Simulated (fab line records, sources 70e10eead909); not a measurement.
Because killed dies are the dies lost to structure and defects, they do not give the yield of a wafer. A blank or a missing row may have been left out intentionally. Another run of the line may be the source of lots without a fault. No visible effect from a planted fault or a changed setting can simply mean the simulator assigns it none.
fab line records -- flow nand_harc
record lots=12, wafers=36, last_day=34
route steps=1302 shown P_ZERO_WELL@56 P_STI@83 P_GATE@122 END@1302
lots untouched by any fault: they come from a run of this same line in which no faults occurred
start_h: hours from the record's first day to the start of the lot's first wafer shown -- wait_h: how many hours have passed since the lot's step before this one -- " same as the row above -- L1.1+2: a row that stands for several wafers -- - either no value or no given start -- * or withheld: withheld -- < > ~ a bound
route shown NAME@n: NAME is a module with steps in the file, n the number in the route of the first one -- usual: mean/standard deviation of fault-free wafers -- same: alike in all rows -- chamber/n: place in a boat -- sites: readings site by site -- _std_site: their standard deviation -- _edge_site: the outer-site mean with the inner-site mean subtracted -- radius_mm: how far each site lies from the wafer's centre -- mask NAME#n: copy n -- behind: the tool/chamber that last shaped the wafer -- hold: why the lot was held/for how many hours/how that ended -- device: the n, p or np transistor that did not switch -- end of line: at the end of the route, the tests of the same wafers -- where a step has no rows: the recipe by itself -- killed: dies that structure and defects cost at the first sort, which is not the same as the wafer's yield -- map: shows each die of a wafer: x if killed, . if not, _ if none is there
set.NAME: the setting as run; set.NAME@STEP: as run at that earlier step -- model.NAME: the simulator's own value behind a step, which no gauge read
one table for each step of the route and one row for each wafer, over a sample of lots
services: when a tool's chamber went out of use (start_h, in hours from the record's first day, below 0 if earlier), for how many hours, and the reason
## steps
# step NHARC_P_ZERO_WELL_EXPOSE_49
# recipe na=0.6, target_cd_nm=2000, dose_mj=22.64, mask_id=P_HVPW
# usual focus_offset_nm=0.0/0.47
lot.wafer,tool,chamber,start_h,wait_h,mask,focus_offset_nm
L494.1,krf_scanner-04,0,25.48,-,P_HVPW#0,-0.7
L494.3,krf_scanner-04,0,25.48,-,P_HVPW#0,0.3
L494.5,krf_scanner-04,0,25.48,-,P_HVPW#0,-0.9
L495.1,krf_scanner-04,0,36.34,-,P_HVPW#0,0.2
L495.3,krf_scanner-04,0,36.34,-,P_HVPW#0,-0.7
L495.4,krf_scanner-04,0,36.34,-,P_HVPW#0,0.1
L496.1,krf_scanner-04,0,45.59,-,P_HVPW#0,-1.2
L496.4,krf_scanner-04,0,45.59,-,P_HVPW#0,-0.5
L496.6,krf_scanner-04,0,45.59,-,P_HVPW#0,0.0
L498.3,krf_scanner-01,0,65.65,-,P_HVPW#0,0.2
L498.4,krf_scanner-01,0,65.65,-,P_HVPW#0,-0.2
L498.6,krf_scanner-01,0,65.65,-,P_HVPW#0,0.1
L499.1,krf_scanner-04,0,75.56,-,P_HVPW_R1#0,0.2
L499.4,krf_scanner-04,0,75.56,-,P_HVPW_R1#0,0.3
L499.5,krf_scanner-04,0,75.56,-,P_HVPW_R1#0,-0.2
L502.3,krf_scanner-01,0,106.09,-,P_HVPW#0,0.4
L502.5,krf_scanner-01,0,106.09,-,P_HVPW#0,-0.3
L502.6,krf_scanner-01,0,106.09,-,P_HVPW#0,0.3
L509.3,krf_scanner-02,0,175.59,-,P_HVPW#0,0.0
L509.4,krf_scanner-02,0,175.59,-,P_HVPW#0,0.0
L509.5,krf_scanner-02,0,175.59,-,P_HVPW#0,0.6
L511.1,krf_scanner-04,0,195.72,-,P_HVPW#0,-0.3
L511.4,krf_scanner-04,0,195.72,-,P_HVPW#0,0.1
L511.6,krf_scanner-04,0,195.72,-,P_HVPW#0,1.2
L512.3,krf_scanner-02,0,205.77,-,P_HVPW#0,-0.1
L512.4,krf_scanner-02,0,205.77,-,P_HVPW#0,-0.3
L512.5,krf_scanner-02,0,205.77,-,P_HVPW#0,-0.4
L515.2,krf_scanner-02,0,237.35,-,P_HVPW#0,1.0
L515.4,krf_scanner-02,0,237.35,-,P_HVPW#0,0.1
L515.5,krf_scanner-02,0,237.35,-,P_HVPW#0,1.2
L516.1,krf_scanner-01,0,245.67,-,P_HVPW#0,0.1
L516.4,krf_scanner-01,0,245.67,-,P_HVPW#0,0.3
L516.5,krf_scanner-01,0,245.67,-,P_HVPW#0,-0.4
L517.1,krf_scanner-02,0,255.59,-,P_HVPW#0,0.7
L517.3,krf_scanner-02,0,255.59,-,P_HVPW#0,0.2
L517.5,krf_scanner-02,0,255.59,-,P_HVPW#0,0.8
# step NHARC_P_ZERO_WELL_CD_MEAS_52
# recipe target_cd_nm=2000, landing_energy_ev=500
# usual cd_nm=1999.8/1.5
lot.wafer,tool,chamber,start_h,wait_h,cd_nm
L494.1,cd_sem-02,0,25.63,-,1999.2
L494.3,cd_sem-02,0,25.63,-,2001.6
L494.5,cd_sem-02,0,25.63,-,1999.2
L495.1,cd_sem-01,0,36.50,-,2000.1
L495.3,cd_sem-01,0,36.50,-,1999.2
L495.4,cd_sem-01,0,36.50,-,2001.2
L496.1,cd_sem-02,0,45.74,-,1999.4
L496.4,cd_sem-02,0,45.74,-,2001.9
L496.6,cd_sem-02,0,45.74,-,2001.7
L498.3,cd_sem-01,0,65.79,-,2000.4
L498.4,cd_sem-01,0,65.79,-,1998.6
L498.6,cd_sem-01,0,65.79,-,2003.3
L499.1,cd_sem-03,0,75.72,-,1741.9
L499.4,cd_sem-03,0,75.72,-,1740.7
L499.5,cd_sem-03,0,75.72,-,1738.4
L502.3,cd_sem-02,0,106.24,-,2000.1
L502.5,cd_sem-02,0,106.24,-,1997.3
L502.6,cd_sem-02,0,106.24,-,1998.9
L509.3,cd_sem-03,0,175.74,-,1998.7
L509.4,cd_sem-03,0,175.74,-,1999.9
L509.5,cd_sem-03,0,175.74,-,2000.7
L511.1,cd_sem-01,0,195.88,-,1996.8
L511.4,cd_sem-01,0,195.88,-,1999.4
L511.6,cd_sem-01,0,195.88,-,1999.3
L512.3,cd_sem-02,0,205.92,-,2000.8
L512.4,cd_sem-02,0,205.92,-,2000.3
L512.5,cd_sem-02,0,205.92,-,2002.3
L515.2,cd_sem-01,0,237.50,-,1999.7
L515.4,cd_sem-01,0,237.50,-,2001.1
L515.5,cd_sem-01,0,237.50,-,1997.6
L516.1,cd_sem-01,0,245.82,-,2001.6
L516.4,cd_sem-01,0,245.82,-,1998.2
L516.5,cd_sem-01,0,245.82,-,1999.1
L517.1,cd_sem-03,0,255.75,-,1997.5
L517.3,cd_sem-03,0,255.75,-,1998.4
L517.5,cd_sem-03,0,255.75,-,1999.6
# step NHARC_P_STI_CD_MEAS_09
# recipe target_cd_nm=200, landing_energy_ev=500
# usual cd_nm=199.9/2.8
lot.wafer,tool,chamber,start_h,wait_h,cd_nm
L494.1,cd_sem-02,0,45.11,-,197.8
L494.3,cd_sem-02,0,45.11,-,200.5
L494.5,cd_sem-02,0,45.11,-,200.7
L495.1,cd_sem-02,0,53.72,-,200.3
L495.3,cd_sem-02,0,53.72,-,203.6
L495.4,cd_sem-02,0,53.72,-,203.8
L496.1,cd_sem-03,0,63.49,-,198.6
L496.4,cd_sem-03,0,63.49,-,197.5
L496.6,cd_sem-03,0,63.49,-,197.4
L498.3,cd_sem-02,0,84.00,-,197.4
L498.4,cd_sem-02,0,84.00,-,202.2
L498.6,cd_sem-02,0,84.00,-,198.0
L499.1,cd_sem-03,0,92.88,-,201.1
L499.4,cd_sem-03,0,92.88,-,201.0
L499.5,cd_sem-03,0,92.88,-,199.0
L502.3,cd_sem-03,0,124.84,-,197.9
L502.5,cd_sem-03,0,124.84,-,198.2
L502.6,cd_sem-03,0,124.84,-,199.9
L509.3,cd_sem-02,0,194.76,-,201.3
L509.4,cd_sem-02,0,194.76,-,198.1
L509.5,cd_sem-02,0,194.76,-,197.3
L511.1,cd_sem-03,0,215.41,-,199.4
L511.4,cd_sem-03,0,215.41,-,200.8
L511.6,cd_sem-03,0,215.41,-,205.1
L512.3,cd_sem-02,0,223.14,-,200.9
L512.4,cd_sem-02,0,223.14,-,201.8
L512.5,cd_sem-02,0,223.14,-,204.2
L515.2,cd_sem-02,0,256.90,-,198.2
L515.4,cd_sem-02,0,256.90,-,194.9
L515.5,cd_sem-02,0,256.90,-,195.6
L516.1,cd_sem-03,0,264.42,-,203.1
L516.4,cd_sem-03,0,264.42,-,199.8
L516.5,cd_sem-03,0,264.42,-,198.7
L517.1,cd_sem-01,0,274.23,-,200.7
L517.3,cd_sem-01,0,274.23,-,204.8
L517.5,cd_sem-01,0,274.23,-,204.3
# step NHARC_P_GATE_CD_MEAS_11
# recipe target_cd_nm=1640, landing_energy_ev=500
# usual cd_nm=1640.4/2.2
lot.wafer,tool,chamber,start_h,wait_h,cd_nm
L494.1,cd_sem-02,0,84.53,-,1639.9
L494.3,cd_sem-02,0,84.53,-,1639.3
L494.5,cd_sem-02,0,84.53,-,1637.7
L495.1,cd_sem-01,0,89.37,-,1639.5
L495.3,cd_sem-01,0,89.37,-,1638.1
L495.4,cd_sem-01,0,89.37,-,1642.4
L496.1,cd_sem-02,0,99.37,-,1640.5
L496.4,cd_sem-02,0,99.37,-,1643.7
L496.6,cd_sem-02,0,99.37,-,1639.7
L498.3,cd_sem-02,0,120.30,-,1640.1
L498.4,cd_sem-02,0,120.30,-,1636.4
L498.6,cd_sem-02,0,120.30,-,1641.5
L499.1,cd_sem-02,0,127.26,-,1640.5
L499.4,cd_sem-02,0,127.26,-,1637.5
L499.5,cd_sem-02,0,127.26,-,1639.1
L502.3,cd_sem-03,0,165.11,-,1640.8
L502.5,cd_sem-03,0,165.11,-,1638.6
L502.6,cd_sem-03,0,165.11,-,1639.2
L509.3,cd_sem-03,0,227.93,-,1639.7
L509.4,cd_sem-03,0,227.93,-,1637.4
L509.5,cd_sem-03,0,227.93,-,1640.2
L511.1,cd_sem-03,0,252.35,-,1643.0
L511.4,cd_sem-03,0,252.35,-,1642.3
L511.6,cd_sem-03,0,252.35,-,1641.1
L512.3,cd_sem-03,0,259.62,-,1642.1
L512.4,cd_sem-03,0,259.62,-,1644.8
L512.5,cd_sem-03,0,259.62,-,1642.2
L515.2,cd_sem-02,0,294.47,-,1640.4
L515.4,cd_sem-02,0,294.47,-,1637.3
L515.5,cd_sem-02,0,294.47,-,1640.4
L516.1,cd_sem-02,0,300.42,-,1638.2
L516.4,cd_sem-02,0,300.42,-,1639.2
L516.5,cd_sem-02,0,300.42,-,1642.1
L517.1,cd_sem-03,0,310.61,-,1638.1
L517.3,cd_sem-03,0,310.61,-,1635.4
L517.5,cd_sem-03,0,310.61,-,1643.0
# step NHARC_P_GATE_DESCUM_13
# recipe time_s=3, o2_flow_sccm=200, ar_flow_sccm=0, bias_power_w=0, chemistry=O2
# usual drypump_motor_current_A=5.8/0.37, oes_product_au=1.003/0.011, rf_vpp_V=58.0/0.89, showerhead_plenum_p_Torr=1.96/0.075, throttle_valve_pct=11.312/0.0088
lot.wafer,tool,chamber,start_h,wait_h,drypump_motor_current_A,oes_product_au,rf_hours_counter_h,rf_vpp_V,showerhead_plenum_p_Torr,throttle_valve_pct
L494.1,rie_diel-03,0,84.70,-,5.9,1.003,9.7,57.9,1.86,11.319
L494.3,rie_diel-03,1,84.70,-,5.7,1.003,8.9,58.3,1.94,11.308
L494.5,rie_diel-03,3,84.70,-,5.9,0.998,-,57.4,2.01,11.305
L495.3,rie_diel-11,3,89.54,-,5.5,0.995,0.0,58.9,2.07,11.311
L495.4,rie_diel-11,0,89.54,-,5.3,1.004,0.0,58.7,1.91,11.330
L495.1,rie_diel-11,1,89.54,-,6.2,1.009,0.1,59.3,1.88,11.307
L496.1,rie_diel-11,2,99.55,-,6.4,1.020,0.3,57.7,2.04,11.313
L496.4,rie_diel-11,3,99.55,-,5.5,0.993,0.2,58.2,2.07,11.315
L496.6,rie_diel-11,2,99.55,-,6.4,1.015,-,58.7,2.04,11.312
L498.3,rie_diel-11,3,120.46,-,5.4,0.999,2.4,59.1,2.07,11.317
L498.4,rie_diel-11,2,120.46,-,6.4,1.012,2.0,59.5,2.04,11.319
L498.6,rie_diel-11,3,120.46,-,5.5,0.999,-,58.3,2.07,11.308
L499.1,rie_diel-11,0,127.42,-,5.3,1.020,2.1,57.9,1.91,11.338
L499.4,rie_diel-11,3,127.42,-,5.5,1.003,-,59.4,2.07,11.306
L499.5,rie_diel-11,3,127.42,-,5.5,1.000,-,59.3,2.07,11.315
L502.3,rie_diel-11,1,165.27,-,6.1,1.021,2.4,56.3,1.88,11.326
L502.6,rie_diel-11,1,165.27,-,6.2,1.027,-,57.2,1.88,11.324
L502.5,rie_diel-11,2,165.27,-,6.4,1.010,-,56.7,2.04,11.310
L509.3,rie_diel-03,1,228.09,-,5.8,0.990,5.5,58.7,1.94,11.321
L509.4,rie_diel-03,3,228.09,-,5.9,0.990,4.7,58.3,2.01,11.320
L509.5,rie_diel-03,2,228.09,-,5.7,0.998,-,58.1,1.97,11.312
L511.1,rie_diel-03,3,252.51,-,5.9,1.003,6.7,58.5,2.01,11.312
L511.4,rie_diel-03,2,252.51,-,5.7,1.004,7.8,58.8,1.97,11.322
L511.6,rie_diel-03,3,252.51,-,5.9,1.000,-,57.7,2.01,11.319
L512.4,rie_diel-03,2,259.78,-,5.7,1.011,9.3,57.1,1.97,11.308
L512.3,rie_diel-03,0,259.78,-,5.9,1.009,7.0,57.9,1.86,11.316
L512.5,rie_diel-03,2,259.78,-,5.7,1.003,-,57.9,1.97,11.315
L515.4,rie_diel-11,2,294.63,-,6.4,1.020,2.7,58.0,2.04,11.311
L515.2,rie_diel-11,0,294.63,-,5.3,1.000,1.6,58.7,1.91,11.303
L515.5,rie_diel-11,3,294.63,-,5.5,1.006,-,59.0,2.06,11.308
L516.1,rie_diel-03,2,300.58,-,5.7,0.994,0.6,58.2,1.97,11.305
L516.4,rie_diel-03,0,300.58,-,5.9,1.014,0.8,57.0,1.86,11.301
L516.5,rie_diel-03,2,300.58,-,5.7,0.989,-,58.6,1.97,11.310
L517.3,rie_diel-11,0,310.79,-,5.3,1.003,2.2,57.4,1.91,11.309
L517.1,rie_diel-11,1,310.79,-,6.1,1.001,2.5,56.1,1.87,11.312
L517.5,rie_diel-11,1,310.79,-,6.2,1.000,-,58.3,1.87,11.309
# step NHARC_END_SORT_01
# recipe temp_c=25
# usual killed_at_array=56/19, killed_at_other=1.0/1.3, killed_at_periphery=3.8/2.2, killed_dies=61/19, killed_open=3.1/1.9, killed_short=2.3/1.5
# same gross_dies=677
lot.wafer,tool,chamber,start_h,wait_h,killed_at_array,killed_at_other,killed_at_periphery,killed_dies,killed_open,killed_short
L499.1,prober-01,0,600.59,2.5,43,0,49,92,3,1
L499.4,prober-01,0,602.96,3.4,49,4,49,102,3,3
L499.5,prober-01,0,603.75,3.7,45,0,60,105,1,2
# killed by level:class
L499.1 P_ZERO_WELL:area_expose=45 A_CHANNEL_HOLE_D2:chamber_film_flake=31 A_CHANNEL_HOLE_D1:chamber_film_flake=5 A_CONTACT:chamber_film_flake=2 P_M2:geometric_particle:open=1 A_ONON_D2:geometric_particle:open=1 A_CHANNEL_FILL_D2:geometric_particle:open=1 A_M0:geometric_particle:short=1
L499.4 P_ZERO_WELL:area_expose=44 A_CHANNEL_HOLE_D2:chamber_film_flake=34 THIN_TSV:chamber_film_flake=4 P_M2:chamber_film_flake=3 A_CHANNEL_FILL_D2:chamber_film_flake=3 A_CONTACT:chamber_film_flake=3 A_CHANNEL_HOLE_D1:chamber_film_flake=2 P_M0:geometric_particle:open=1
L499.5 P_ZERO_WELL:area_expose=57 A_CHANNEL_HOLE_D2:chamber_film_flake=33 P_M2:chamber_film_flake=2 A_ZERO_WELL:chamber_film_flake=2 A_CHANNEL_HOLE_D1:chamber_film_flake=2 A_DECK1_JOINT:chamber_film_flake=2 A_CONTACT:chamber_film_flake=2 P_STI:geometric_particle:short=1
## services
tool,chamber,start_h,hours,kind
rie_diel-11,0,7.12,10.2,repair
krf_scanner-04,-,10.00,4.0,pm
krf_scanner-01,-,61.95,0.8,repair
rie_diel-11,-,78.53,9.0,pm
krf_scanner-02,-,94.00,4.0,pm
rie_diel-03,-,105.01,9.0,pm
rie_diel-11,3,115.96,2.5,repair
rie_diel-11,1,121.85,6.4,repair
rie_diel-11,2,122.63,10.9,repair
krf_scanner-01,-,134.57,0.9,repair
krf_scanner-01,-,135.90,6.9,repair
rie_diel-03,1,155.59,4.8,repair
krf_scanner-02,-,168.34,0.8,repair
krf_scanner-04,-,182.00,4.0,pm
rie_diel-11,0,204.59,4.2,repair
rie_diel-03,0,209.83,7.8,repair
rie_diel-03,2,242.91,4.0,repair
rie_diel-11,-,255.53,9.0,pm
krf_scanner-02,-,266.00,4.0,pm
krf_scanner-02,-,271.11,2.0,repair
rie_diel-03,3,280.84,4.3,repair
rie_diel-03,-,282.01,9.0,pm
rie_diel-11,-,295.56,1.2,repair
rie_diel-11,2,309.67,11.1,repair
## key
first_sign step=NHARC_P_ZERO_WELL_EXPOSE_49, reading=mask, direction=changed
effect step=NHARC_P_ZERO_WELL_CD_MEAS_52, reading=cd_nm, direction=down, sigmas=99+, usual=1999.8, struck=1740.4
effect step=NHARC_END_SORT_01, reading=killed_at_periphery, direction=up, sigmas=22, usual=3.8, struck=52.7
more_kills_born_at NHARC_P_ZERO_WELL_EXPOSE_49@krf_scanner-04=146
met_at NHARC_P_ZERO_WELL_EXPOSE_49
struck_lots L499
tester_left_out L499
not_acting_at NHARC_P_STI_CD_MEAS_09,NHARC_P_GATE_CD_MEAS_11,NHARC_P_GATE_DESCUM_13
onset_between 45.59 75.56
fault kind=wrong_mask, tool=any, chamber=-, onset_h=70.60, steps=NHARC_P_ZERO_WELL_EXPOSE_49, aux_copy=P_HVPW_R1#0, cd_offset_nm=-259.67, scope=struck_lots_only
# tester_left_out: of these lots the tester's yield and bins aren't shown, on N5 and GAA mostly nor the transistor test; their killed dies are dies lost to structure and defects alone, not to doping, threshold or leakage, so they don't give the yield
